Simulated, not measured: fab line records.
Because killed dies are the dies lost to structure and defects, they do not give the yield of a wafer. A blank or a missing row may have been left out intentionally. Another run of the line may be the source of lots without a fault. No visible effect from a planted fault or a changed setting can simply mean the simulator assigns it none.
Which tool did it? / flow nand-harc / Sampling: 14 lots, 42 wafers, 3 of 1302 route steps

WHAT EACH GAUGE READ, for each wafer
NHARC_P_BONDPAD_CD_MEAS_09: the cd target is 500 nm. Usual: cd-nm at 500.7 nm, with a standard deviation of 1.6.
lot=L909; measured=day 6 19:19; on=cd-sem-03; cd-nm (nm)=503.2 502.0 504.1; flag=
lot=L911; measured=day 7 11:43; on=cd-sem-02; cd-nm (nm)=503.3 499.6 501.6; flag=
lot=L910; measured=day 7 12:18; on=cd-sem-02; cd-nm (nm)=504.9 501.9 502.0; flag=
lot=L912; measured=day 7 23:47; on=cd-sem-01; cd-nm (nm)=502.9 502.1 500.6; flag=
lot=L913; measured=day 8 04:52; on=cd-sem-03; cd-nm (nm)=502.3 498.6 501.7; flag=
lot=L914; measured=day 8 11:09; on=cd-sem-03; cd-nm (nm)=501.1 499.8 500.2; flag=
lot=L915; measured=day 9 00:47; on=cd-sem-03; cd-nm (nm)=499.5 496.8 498.2; flag=
lot=L924; measured=day 12 14:08; on=cd-sem-02; cd-nm (nm)=- - -; flag=OFF
lot=L925; measured=day 13 03:36; on=cd-sem-01; cd-nm (nm)=- - -; flag=OFF
lot=L928; measured=day 14 08:51; on=cd-sem-01; cd-nm (nm)=498.6 500.6 501.3; flag=
lot=L929; measured=day 14 20:25; on=cd-sem-03; cd-nm (nm)=502.4 500.5 502.0; flag=
lot=L930; measured=day 15 08:19; on=cd-sem-03; cd-nm (nm)=499.3 497.6 500.4; flag=
lot=L931; measured=day 16 05:26; on=cd-sem-03; cd-nm (nm)=500.7 498.3 500.5; flag=
lot=L932; measured=day 16 07:20; on=cd-sem-03; cd-nm (nm)=500.8 502.2 499.4; flag=

TOOL THAT RAN EACH LOT (tool first, then ch and the chambers of the sampled wafers, then the start)
lot=L909; NHARC_P_M2_DEGAS_29=pvd-sputter-01, day 6 15:58; NHARC_P_BONDPAD_PEB_07=litho-track-03 ch 0, day 6 19:14
lot=L911; NHARC_P_M2_DEGAS_29=pvd-sputter-03, day 7 08:30; NHARC_P_BONDPAD_PEB_07=litho-track-07 ch 0, day 7 11:37
lot=L910; NHARC_P_M2_DEGAS_29=pvd-sputter-02, day 7 08:58; NHARC_P_BONDPAD_PEB_07=litho-track-07 ch 0, day 7 12:13
lot=L912; NHARC_P_M2_DEGAS_29=pvd-sputter-02, day 7 20:33; NHARC_P_BONDPAD_PEB_07=litho-track-03 ch 0, day 7 23:41
lot=L913; NHARC_P_M2_DEGAS_29=pvd-sputter-02, day 8 01:32; NHARC_P_BONDPAD_PEB_07=litho-track-07 ch 0, day 8 04:47
lot=L914; NHARC_P_M2_DEGAS_29=pvd-sputter-01, day 8 07:49; NHARC_P_BONDPAD_PEB_07=litho-track-02 ch 0, day 8 11:04
lot=L915; NHARC_P_M2_DEGAS_29=pvd-sputter-02, day 8 21:28; NHARC_P_BONDPAD_PEB_07=litho-track-03 ch 0, day 9 00:42
lot=L924; NHARC_P_M2_DEGAS_29=pvd-sputter-03, day 12 10:56; NHARC_P_BONDPAD_PEB_07=litho-track-02, day 12 14:04
lot=L925; NHARC_P_M2_DEGAS_29=pvd-sputter-03, day 13 00:18; NHARC_P_BONDPAD_PEB_07=litho-track-07, day 13 03:31
lot=L928; NHARC_P_M2_DEGAS_29=pvd-sputter-01, day 14 05:32; NHARC_P_BONDPAD_PEB_07=litho-track-02 ch 0, day 14 08:46
lot=L929; NHARC_P_M2_DEGAS_29=pvd-sputter-02, day 14 17:12; NHARC_P_BONDPAD_PEB_07=litho-track-02 ch 0, day 14 20:19
lot=L930; NHARC_P_M2_DEGAS_29=pvd-sputter-03, day 15 04:59; NHARC_P_BONDPAD_PEB_07=litho-track-03 ch 0, day 15 08:14
lot=L931; NHARC_P_M2_DEGAS_29=pvd-sputter-02, day 16 01:55; NHARC_P_BONDPAD_PEB_07=litho-track-07 ch 0, day 16 05:21
lot=L932; NHARC_P_M2_DEGAS_29=pvd-sputter-02, day 16 03:43; NHARC_P_BONDPAD_PEB_07=litho-track-07 ch 0, day 16 07:15
- NHARC_P_M2_DEGAS_29: time 60 s.
- NHARC_P_BONDPAD_PEB_07: peb time 80 s.

AS READ BY THE TOOLS THEMSELVES (means over the sampled wafers that have a number; for cases with no such wafer, the mark the record gives instead)
NHARC_P_M2_DEGAS_29. Usual: heater-power-w at 323 W, with a standard deviation of 34.
lot=L909; tool=pvd-sputter-01; heater-power-w (W)=318; flag=
lot=L911; tool=pvd-sputter-03; heater-power-w (W)=352; flag=
lot=L910; tool=pvd-sputter-02; heater-power-w (W)=331; flag=
lot=L912; tool=pvd-sputter-02; heater-power-w (W)=343; flag=
lot=L913; tool=pvd-sputter-02; heater-power-w (W)=335; flag=
lot=L914; tool=pvd-sputter-01; heater-power-w (W)=316; flag=
lot=L915; tool=pvd-sputter-02; heater-power-w (W)=325; flag=
lot=L924; tool=pvd-sputter-03; heater-power-w (W)=340; flag=
lot=L925; tool=pvd-sputter-03; heater-power-w (W)=347; flag=
lot=L928; tool=pvd-sputter-01; heater-power-w (W)=317; flag=
lot=L929; tool=pvd-sputter-02; heater-power-w (W)=333; flag=
lot=L930; tool=pvd-sputter-03; heater-power-w (W)=334; flag=
lot=L931; tool=pvd-sputter-02; heater-power-w (W)=322; flag=
lot=L932; tool=pvd-sputter-02; heater-power-w (W)=316; flag=

NHARC_P_BONDPAD_PEB_07. Usual: chill-plate-temp-C 23.03 C, standard deviation 0.1; exhaust-pa 44.8 Pa, standard deviation 0.82.
lot=L909; tool=litho-track-03; chill-plate-temp-C (C)=22.88; exhaust-pa (Pa)=44.9; flag=
lot=L911; tool=litho-track-07; chill-plate-temp-C (C)=22.93; exhaust-pa (Pa)=44.9; flag=
lot=L910; tool=litho-track-07; chill-plate-temp-C (C)=22.95; exhaust-pa (Pa)=45.6; flag=
lot=L912; tool=litho-track-03; chill-plate-temp-C (C)=23.04; exhaust-pa (Pa)=45.2; flag=
lot=L913; tool=litho-track-07; chill-plate-temp-C (C)=23.14; exhaust-pa (Pa)=45.5; flag=
lot=L914; tool=litho-track-02; chill-plate-temp-C (C)=22.96; exhaust-pa (Pa)=45.0; flag=
lot=L915; tool=litho-track-03; chill-plate-temp-C (C)=23.08; exhaust-pa (Pa)=44.5; flag=
lot=L924; tool=litho-track-02; chill-plate-temp-C (C)=-; exhaust-pa (Pa)=-; flag=OFF
lot=L925; tool=litho-track-07; chill-plate-temp-C (C)=-; exhaust-pa (Pa)=-; flag=OFF
lot=L928; tool=litho-track-02; chill-plate-temp-C (C)=23.01; exhaust-pa (Pa)=45.4; flag=
lot=L929; tool=litho-track-02; chill-plate-temp-C (C)=22.96; exhaust-pa (Pa)=43.7; flag=
lot=L930; tool=litho-track-03; chill-plate-temp-C (C)=23.03; exhaust-pa (Pa)=44.7; flag=
lot=L931; tool=litho-track-07; chill-plate-temp-C (C)=23.00; exhaust-pa (Pa)=44.5; flag=
lot=L932; tool=litho-track-07; chill-plate-temp-C (C)=23.13; exhaust-pa (Pa)=44.8; flag=

THE ANSWER, worked out from the rows above alone
Rule: take the mean of a lot's wafers that have a number; if it is more than 3 standard deviations from the usual mean, the lot is off. Also off: a lot with no number at a reading for which 4 or more lots have one. All remaining lots with rows at the step are treated as sound. First the gauges in route order, then the tools' own readings, where a lot's mean is used as printed above. The first step at which some lot is off is used, and at that step the reading that is off furthest; a lot without a number counts as furthest.
Off at NHARC_P_BONDPAD_CD_MEAS_09 (cd-nm): L924, L925. Without a number there: L924, L925.
A tool fits if, at a process step before that reading, it ran every lot that is off, and no sound lot after the first of them. The gauges at NHARC_P_BONDPAD_CD_MEAS_09 aren't tried: what is off there is off at NHARC_P_BONDPAD_PEB_07 too, on other tools, and a gauge's error can't cause that. Of those tried, none fits.

WHAT WAS PUT IN BY THE SIMULATOR
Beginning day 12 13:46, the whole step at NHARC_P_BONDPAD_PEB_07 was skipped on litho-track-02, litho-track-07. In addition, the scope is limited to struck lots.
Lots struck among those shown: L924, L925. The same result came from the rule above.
